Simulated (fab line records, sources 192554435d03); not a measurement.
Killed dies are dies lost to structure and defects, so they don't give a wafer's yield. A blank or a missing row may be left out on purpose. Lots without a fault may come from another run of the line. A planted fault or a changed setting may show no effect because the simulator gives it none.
Chamber matching | flow n5_finfet | N5_GATE_CUT_STRIP_42 on rie_diel-02: 4 sister chambers
The step strips in O2. 8 wafers are shown with their chamber, then 12 later ones without.

WAFERS WITH THEIR CHAMBER
wafer  | chamber | showerhead_plenum_p_Torr (Torr) | throttle_valve_pct (%)
L079.1 | 3       | 2.18                            | 16.58
L081.3 | 0       | 2.11                            | 16.70
L082.6 | 3       | 2.18                            | 16.60
L083.2 | 2       | 2.07                            | 16.72
L083.5 | 0       | 2.11                            | 16.70
L084.2 | 2       | 2.06                            | 16.72
L084.4 | 1       | 2.00                            | 16.28
L084.5 | 1       | 2.00                            | 16.30

WAFERS WITHOUT THEIR CHAMBER
wafer  | showerhead_plenum_p_Torr (Torr) | throttle_valve_pct (%)
L086.1 | 2.18                            | 16.62
L086.4 | 2.00                            | 16.29
L086.5 | 2.06                            | 16.73
L087.1 | 2.06                            | 16.73
L087.4 | 2.10                            | 16.72
L087.5 | 2.06                            | 16.74
L088.1 | 2.00                            | 16.31
L088.3 | 2.17                            | 16.61
L088.6 | 2.06                            | 16.72
L093.1 | 2.06                            | 16.76
L093.5 | 2.10                            | 16.73
L093.6 | 2.17                            | 16.64

WHICH CHAMBER EACH WENT THROUGH
wafer  | from the rows above | in truth
L086.1 | 3                   | 3
L086.4 | 1                   | 1
L086.5 | 2                   | 2
L087.1 | 2                   | 2
L087.4 | 0                   | 0
L087.5 | 2                   | 2
L088.1 | 1                   | 1
L088.3 | 3                   | 3
L088.6 | 2                   | 2
L093.1 | 2                   | 2
L093.5 | 0                   | 0
L093.6 | 3                   | 3
Placed correctly: 12 of 12. Can't be placed from these rows: 0. Placed wrongly: 0.
How it was worked out, from the rows above alone: a wafer's distance from a chamber is the root of the sum, over the readings, of the square of ((its reading less the chamber's mean) divided by the reading's scatter). The wafer belongs to the nearest chamber; if the next one is less than 2 further off, it can't be placed. A chamber's mean is the mean of its shown wafers. The scatter: the root of (the sum of the squares of (reading less its chamber's mean) over the shown wafers, divided by (wafers less chambers)).
